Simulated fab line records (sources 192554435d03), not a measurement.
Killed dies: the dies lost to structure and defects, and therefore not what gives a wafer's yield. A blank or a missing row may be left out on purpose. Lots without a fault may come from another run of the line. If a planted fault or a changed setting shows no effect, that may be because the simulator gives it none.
Lot-split experiment ; flow n5_finfet ; 39 wafers read from 7 lots, route of 1938 steps

ABOUT THE SPLIT
At N5_SDB_ETCH_18 (etches SOC in N2/H2, target depth 100 nm, overetch 20 nm, time 150 s), the setting time_s was moved away from the recipe's 150 s on 18 of the 39 wafers read, by -42.4% to +52.1%. All remaining wafers had this setting at the recipe value.

The split's own step is where the reading is taken.

THE READING
SiARC_of_SDB_COAT_04.thk_nm (the simulator's own value, which no gauge read), in nm, at N5_SDB_ETCH_18 (etches SOC in N2/H2, target depth 100 nm, overetch 20 nm, time 150 s). The file does not state a usual value for it. Average 12.8 nm, standard deviation 0.17 nm, over the 21 wafers here run with the recipe.

wafer;tool, chamber at the split;time_s as run, s;against the recipe;SiARC_of_SDB_COAT_04.thk_nm, nm;against lot-mates on the recipe
L080.1;rie_diel-02, 0;181.1;+20.7%;11.4;-1.3
L080.2;rie_diel-02, 2;150;recipe;13;-
L080.3;rie_diel-02, 1;181.1;+20.7%;11.4;-1.3
L080.4;rie_diel-02, 3;150;recipe;12.6;-
L080.5;rie_diel-02, 1;181.1;+20.7%;11.4;-1.3
L080.6;rie_diel-02, 0;150;recipe;12.6;-
L083.1;rie_diel-02, 0;150;recipe;12.6;-
L083.2;rie_diel-02, 2;150;recipe;13;-
L083.3;rie_diel-02, 1;150;recipe;12.6;-
L083.4;rie_diel-02, 3;213.6;+42.4%;10.6;-2.1
L083.5;rie_diel-02, 1;213.6;+42.4%;10.4;-2.3
L083.6;rie_diel-02, 0;213.6;+42.4%;10.4;-2.3
L090.1;rie_diel-02, 1;86.4;-42.4%;14.8;+2.0
L090.2;rie_diel-02, 3;150;recipe;12.6;-
L090.3;rie_diel-02, 2;150;recipe;13;-
L090.4;rie_diel-02, 0;86.4;-42.4%;14.8;+2.0
L090.5;rie_diel-02, 1;86.4;-42.4%;14.8;+2.0
L090.6;rie_diel-02, 2;150;recipe;12.8;-
L092.1;rie_diel-02, 1;183.1;+22.1%;11.4;-1.5
L092.2;rie_diel-02, 0;150;recipe;12.8;-
L092.3;rie_diel-02, 2;183.1;+22.1%;11.8;-1.1
L092.4;rie_diel-02, 3;183.1;+22.1%;11.6;-1.3
L092.5;rie_diel-02, 1;150;recipe;12.8;-
L092.6;rie_diel-02, 2;150;recipe;13;-
L094.1;rie_diel-05, 1;119.6;-20.3%;13.6;+0.9
L094.2;rie_diel-05, 0;150;recipe;13;-
L094.3;rie_diel-05, 3;119.6;-20.3%;13.8;+1.1
L094.4;rie_diel-05, 3;150;recipe;12.6;-
L094.5;rie_diel-05, 0;119.6;-20.3%;13.8;+1.1
L094.6;rie_diel-05, 1;150;recipe;12.6;-
L095.1;rie_diel-05, 2;150;recipe;12.8;-
L095.2;rie_diel-05, 3;228.1;+52.1%;10;-2.9
L095.3;rie_diel-05, 1;228.1;+52.1%;9.8;-3.1
L095.4;rie_diel-05, 3;150;recipe;12.8;-
L095.5;rie_diel-05, 1;228.1;+52.1%;9.6;-3.3
L095.6;rie_diel-05, 2;150;recipe;13;-
L096.1;rie_diel-02, 1;150;recipe;12.6;-
L096.2;rie_diel-02, 2;150;recipe;13;-
L096.3;rie_diel-02, 0;150;recipe;12.8;-

THE FIT
A straight line over all 39 wafers: SiARC_of_SDB_COAT_04.thk_nm changes by -0.0535 nm for each +1% of time_s; r = -0.99; the points scatter about the line by 0.18 nm.
The same after taking each lot's own level away (the mean of its wafers on the recipe; 39 wafers): -0.0539 nm for each +1%; r = -0.99; scatter 0.18 nm.
On that fit, the largest move of time_s shifts the reading by 2.8 nm.
From 12.73 to 12.87 nm: that is the span of the lots' own levels, equal to 0.8 times the standard deviation above.
The two slopes agree, so the slope changes little with the lot-to-lot level.
Check: for one of the wafers moved furthest among these (+52.1%), held out of the fit, the line's prediction against its lot-mates is -2.88 nm. It came out at -2.87 nm against them.

OTHER SPLITS APPLIED TO THESE WAFERS
Before the reading, these wafers also passed through other splits. Each is held against what the fit with the lots' levels taken away leaves over:
other split on the same wafers;wafers away from the commonest value;r with SiARC_of_SDB_COAT_04.thk_nm (lot level and that fit taken away)
N5_FIN_SAQP_SPACER1_ALD_24 ald_cycles;15;-0.16
N5_DUMMY_GATE_ETCH_32 time_s;6;-0.02

THE WHOLE CHAIN: every reading that the file lists as answering this split, in the file's order
step;what it does;reading;change (the file's fit);r (the file's)
N5_SDB_ETCH_18;etches SOC in N2/H2, target depth 100 nm, overetch 20 nm, time 150 s;etch.depth_nm (the simulator's own value, which no gauge read);not straight: 70.66 at the lowest setting, 100.1 at the recipe, 100.2 at the highest;not given
N5_SDB_ETCH_18;etches SOC in N2/H2, target depth 100 nm, overetch 20 nm, time 150 s;SiARC_of_SDB_COAT_04.thk_nm (the simulator's own value, which no gauge read);-0.0546 nm for each +1% of the setting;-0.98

FILE'S OWN FIT
SiARC_of_SDB_COAT_04.thk_nm changes by -0.0546 nm for each +1% of time_s, r = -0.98.
